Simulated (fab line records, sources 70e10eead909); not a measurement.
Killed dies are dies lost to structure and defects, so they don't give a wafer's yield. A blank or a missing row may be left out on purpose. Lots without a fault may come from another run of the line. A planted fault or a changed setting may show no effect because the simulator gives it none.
fab line records | flow nand_harc | part 2 of 2: steps 26 to 36 of 36
record lots=5 wafers=15 last_day=32
route steps=1302 shown A_ZERO_WELL@391 A_SOURCE_PLATE@413 A_ONON_D1@424
lots that met no fault: from a run of the same line without faults
start_h: hours from the record's first day to the start of the lot's first wafer shown | wait_h: hours since the lot's step before | " the same as in the row above | L1.1+2: a row that stands for several wafers | - no value, or no start given | * or withheld: withheld | < > ~ a bound
route shown NAME@n: a module of which the file shows steps, and the number in the route of the first | usual: mean/standard deviation of fault-free wafers | same: alike in all rows | chamber/n: place in a boat | sites: the reading at each site | _std_site: their standard deviation | _edge_site: outer sites' mean less inner sites' | radius_mm: how far each site lies from the wafer's centre | mask NAME#n: copy n | behind: the tool/chamber that last shaped the wafer | hold: why the lot was held/for how many hours/how that ended | device: the transistor (n, p or np) that didn't switch | end of line: the same wafers' tests at the end of the route | a step without rows: its recipe alone | killed: dies lost to structure and defects at the first sort, not the wafer's yield | map: a wafer's dies, x killed, . not, _ none there
set.NAME: the setting as run; set.NAME@STEP: as run at that earlier step | model.NAME: the simulator's own value behind a step, which no gauge read
lots at some steps of the route; a table a step, a row a wafer
services: from which hour (start_h, from the record's first day; less than 0 if before it) a tool's chamber was out of use, for how many hours, and why
## steps
# step NHARC_A_SOURCE_PLATE_PVD_04
# recipe target_thk_a=500 material=WSi2
# columns lot.wafer tool chamber start_h wait_h
L074.4+2+5 pvd_sputter-02 - 144.90 0.1
L075.1+6+5 pvd_sputter-03 - 156.22 0.1
L079.4+1+6 pvd_sputter-03 - 198.25 0.1
L084.2+3+6 pvd_sputter-03 - 252.16 0.1
L093.3+4+2 pvd_sputter-01 - 358.10 0.1
# step NHARC_A_SOURCE_PLATE_CVD_03
# recipe target_thk_a=2000 temp_c=620 pressure_mtorr=200 time_s=4000 material=poly-Si
# usual spike_tc_lower_C=619.5/1.1 zone_power_lower_pct=8.7/1.1 zone_power_top_pct=17.5/1.4
# same time_s=4000
# columns lot.wafer tool chamber start_h wait_h spike_tc_lower_C zone_power_lower_pct zone_power_top_pct
L074.2 lpcvd_poly-02 0 147.31 - 618.6 10.1 15.5
L074.4 " 0 " " 619.7 10.2 15.5
L074.5 " 0 " " 619.1 10.2 15.5
L075.1 lpcvd_poly-02 0 158.70 - 619.7 10.4 15.4
L075.5 " 0 " " 622.0 10.1 15.4
L075.6 " 0 " " 621.4 10.4 15.3
L079.1 lpcvd_poly-03 0 200.75 - 617.1 8.0 18.4
L079.4 " 0 " " 619.4 8.1 18.5
L079.6 " 0 " " 619.8 8.0 18.6
L084.2 lpcvd_poly-03 0 254.68 - 618.2 8.0 18.6
L084.3 " 0 " " 619.0 7.8 18.0
L084.6 " 0 " " 618.5 7.9 18.3
L093.2 lpcvd_poly-03 0 360.61 - 620.0 7.9 18.3
L093.3 " 0 " " 618.1 7.9 18.1
L093.4 " 0 " " 619.4 7.9 18.1
# step NHARC_A_SOURCE_PLATE_ANNEAL_05
# recipe temp_c=850 time_s=1800
# usual spike_tc_lower_C=849.8/1.1 zone_power_lower_pct=16.0/1 zone_power_top_pct=31.4/1.5
# same time_s=1800
# columns lot.wafer tool chamber start_h wait_h spike_tc_lower_C zone_power_lower_pct zone_power_top_pct
L074.2 furnace-03 0 153.66 3.3 849.7 15.1 34.1
L074.4 " 0 " " 850.0 15.3 34.0
L074.5 " 0 " " 851.5 14.7 34.4
L075.1 furnace-04 0 165.24 3.4 850.8 17.6 30.1
L075.5 " 0 " " 848.3 17.8 29.4
L075.6 " 0 " " 849.1 17.8 30.1
L079.1 furnace-04 0 207.25 3.4 849.3 17.6 30.0
L079.4 " 0 " " 849.7 17.8 30.0
L079.6 " 0 " " 848.8 17.8 30.0
L084.2 furnace-03 0 261.09 3.3 851.5 15.1 34.8
L084.3 " 0 " " 852.2 15.0 34.3
L084.6 " 0 " " 849.7 15.0 34.6
L093.2 furnace-04 0 367.14 3.4 849.5 17.8 30.5
L093.3 " 0 " " 849.4 18.0 29.7
L093.4 " 0 " " 851.3 17.9 29.8
# step NHARC_A_SOURCE_PLATE_THK_MEAS_06
# recipe thk_meas_gauge=ellipsometry
# usual thk_nm=199.5/2.2
# columns lot.wafer tool chamber start_h wait_h thk_nm
L074.2 film_metro-01 - 157.60 0.4 198.2
L074.4 " - " " 195.6
L074.5 " - " " 194.8
L075.1 film_metro-01 - 169.23 0.4 198.5
L075.5 " - " " 199.2
L075.6 " - " " 198.3
L079.1 film_metro-02 - 211.23 0.4 200.1
L079.4 " - " " 201.8
L079.6 " - " " 198.2
L084.2 film_metro-01 - 265.09 0.4 203.0
L084.3 " - " " 204.6
L084.6 " - " " 203.3
L093.2 film_metro-02 - 371.07 0.4 196.9
L093.3 " - " " 195.3
L093.4 " - " " 198.3
# step NHARC_A_SOURCE_PLATE_INSPECT_08
# usual raw_defect_count=65/26
# columns lot.wafer tool chamber start_h wait_h raw_defect_count
L074.2 defect_inspect-02 - 157.66 0.0 38
L074.4 " - " " 49
L074.5 " - " " 34
L075.1 defect_inspect-02 - 169.34 0.0 43
L075.5 " - " " 34
L075.6 " - " " 30
L079.1 defect_inspect-01 - 211.30 0.0 60
L079.4 " - " " 56
L079.6 " - " " 43
L084.2 defect_inspect-01 - 265.15 0.0 92
L084.3 " - " " 72
L084.6 " - " " 90
L093.2 defect_inspect-01 - 371.14 0.0 50
L093.3 " - " " 86
L093.4 " - " " 80
# step NHARC_A_ONON_D1_DEP_00
# recipe target_thk_a=10000 n2_flow_sccm=2750 n2o_flow_sccm=2000 nh3_flow_sccm=500 sih4_flow_sccm=210 temp_c=400
# usual susceptor_temp_C=400.04/0.22
# columns lot.wafer tool chamber start_h wait_h susceptor_temp_C
L074.2 pecvd_onon-01 0 157.79 0.1 400.06
L074.4 " 0 " " 400.06
L074.5 " 0 " " 399.80
L075.1 pecvd_onon-01 0 169.40 0.1 400.01
L075.5 " 0 " " 399.98
L075.6 " 0 " " 399.96
L079.1 pecvd_onon-01 0 211.36 0.1 400.07
L079.4 " 0 " " 399.83
L079.6 " 0 " " 400.10
L084.2 pecvd_onon-01 0 265.28 0.1 400.18
L084.3 " 0 " " 400.15
L084.6 " 0 " " 400.32
L093.2 pecvd_onon-01 0 371.26 0.1 400.10
L093.3 " 0 " " 400.11
L093.4 " 0 " " 399.81
# step NHARC_A_ONON_D1_THK_MEAS_02
# recipe thk_meas_gauge=ellipsometry
# usual thk_nm=1003/10
# columns lot.wafer tool chamber start_h wait_h thk_nm
L074.2 film_metro-02 - 158.25 - 1003
L074.4 " - " " 1004
L074.5 " - " " 1002
L075.1 film_metro-02 - 169.91 - 995
L075.5 " - " " 994
L075.6 " - " " 994
L079.1 film_metro-02 - 211.87 - 1007
L079.4 " - " " 1010
L079.6 " - " " 1009
L084.2 film_metro-01 - 265.73 - 1018
L084.3 " - " " 1015
L084.6 " - " " 1018
L093.2 film_metro-02 - 371.71 - 1012
L093.3 " - " " 1011
L093.4 " - " " 1012
# step NHARC_A_ONON_D1_DEP_03
# recipe target_thk_a=10000 n2_flow_sccm=2750 n2o_flow_sccm=2000 nh3_flow_sccm=500 sih4_flow_sccm=210 temp_c=400
# usual susceptor_temp_C=399.97/0.23
# columns lot.wafer tool chamber start_h wait_h susceptor_temp_C
L074.2 pecvd_onon-03 0 158.36 0.1 399.94
L074.4 " 0 " " 399.94
L074.5 " 0 " " 400.00
L075.1 pecvd_onon-01 0 169.97 0.1 400.39
L075.5 " 0 " " 400.59
L075.6 " 0 " " 400.33
L079.1 pecvd_onon-03 0 211.93 0.1 400.16
L079.4 " 0 " " 400.09
L079.6 " 0 " " 400.14
L084.2 pecvd_onon-03 0 265.85 0.1 400.13
L084.3 " 0 " " 400.15
L084.6 " 0 " " 399.84
L093.2 pecvd_onon-04 0 371.83 0.1 400.04
L093.3 " 0 " " 399.82
L093.4 " 0 " " 400.08
# step NHARC_A_ONON_D1_THK_MEAS_05
# recipe thk_meas_gauge=ellipsometry
# usual thk_nm=1000/6.7
# columns lot.wafer tool chamber start_h wait_h thk_nm
L074.2 film_metro-02 - 158.81 - 1005
L074.4 " - " " 1003
L074.5 " - " " 1004
L075.1 film_metro-01 - 170.48 - 1002
L075.5 " - " " 1002
L075.6 " - " " 1001
L079.1 film_metro-02 - 212.44 - 1000
L079.4 " - " " 1001
L079.6 " - " " 1001
L084.2 film_metro-01 - 266.30 - 996
L084.3 " - " " 994
L084.6 " - " " 994
L093.2 film_metro-02 - 372.28 - 1000
L093.3 " - " " 1001
L093.4 " - " " 1000
# step NHARC_A_ONON_D1_DEP_06
# recipe target_thk_a=10000 n2_flow_sccm=2750 n2o_flow_sccm=2000 nh3_flow_sccm=500 sih4_flow_sccm=210 temp_c=400
# usual susceptor_temp_C=400.03/0.21
# columns lot.wafer tool chamber start_h wait_h susceptor_temp_C
L074.2 pecvd_onon-04 0 158.92 0.1 400.38
L074.4 " 0 " " 400.08
L074.5 " 0 " " 400.43
L075.1 pecvd_onon-01 0 170.54 0.1 400.41
L075.5 " 0 " " 400.28
L075.6 " 0 " " 400.21
L079.1 pecvd_onon-01 0 212.50 0.1 400.03
L079.4 " 0 " " 399.90
L079.6 " 0 " " 400.28
L084.2 pecvd_onon-04 0 266.42 0.1 400.04
L084.3 " 0 " " 400.08
L084.6 " 0 " " 399.74
L093.2 pecvd_onon-01 0 372.61 0.3 399.83
L093.3 " 0 " " 399.89
L093.4 " 0 " " 400.03
# step NHARC_A_ONON_D1_THK_MEAS_08
# recipe thk_meas_gauge=ellipsometry
# usual thk_nm=1004/7.7
# columns lot.wafer tool chamber start_h wait_h thk_nm
L074.2 film_metro-02 - 159.37 - 1004
L074.4 " - " " 1005
L074.5 " - " " 1005
L075.1 film_metro-01 - 171.05 - 996
L075.5 " - " " 998
L075.6 " - " " 997
L079.1 film_metro-02 - 213.01 - 981
L079.4 " - " " 980
L079.6 " - " " 981
L084.2 film_metro-01 - 266.87 - 997
L084.3 " - " " 996
L084.6 " - " " 996
L093.2 film_metro-02 - 373.06 - 1008
L093.3 " - " " 1009
L093.4 " - " " 1008
## services
# columns tool chamber start_h hours kind
rie_diel-04 2 117.14 7.5 repair
litho_track-05 - 124.00 7.0 pm
pecvd_onon-04 - 130.54 13.0 pm
rie_diel-04 0 155.30 21.4 repair
wet_bench-09 - 176.80 8.0 pm
rie_diel-04 - 178.01 9.0 pm
pecvd_onon-01 - 185.13 0.8 repair
rie_diel-04 3 203.93 3.6 repair
pvd_sputter-03 - 206.35 10.0 pm
litho_track-02 - 227.00 7.0 pm
pecvd_onon-03 - 227.00 13.0 pm
wet_bench-04 - 227.20 8.0 pm
litho_track-07 - 251.00 7.0 pm
wet_bench-05 - 260.80 8.0 pm
pecvd_onon-01 - 269.24 13.0 pm
wet_bench-01 - 277.60 8.0 pm
litho_track-05 - 299.00 7.0 pm
pecvd_onon-04 - 311.54 13.0 pm
rie_diel-04 - 321.14 0.9 repair
rie_diel-04 - 336.26 4.3 repair
wet_bench-09 - 352.80 8.0 pm
rie_diel-04 - 355.01 9.0 pm
rie_diel-04 - 368.84 39.1 repair
rtp_anneal-01 - 372.00 12.0 pm
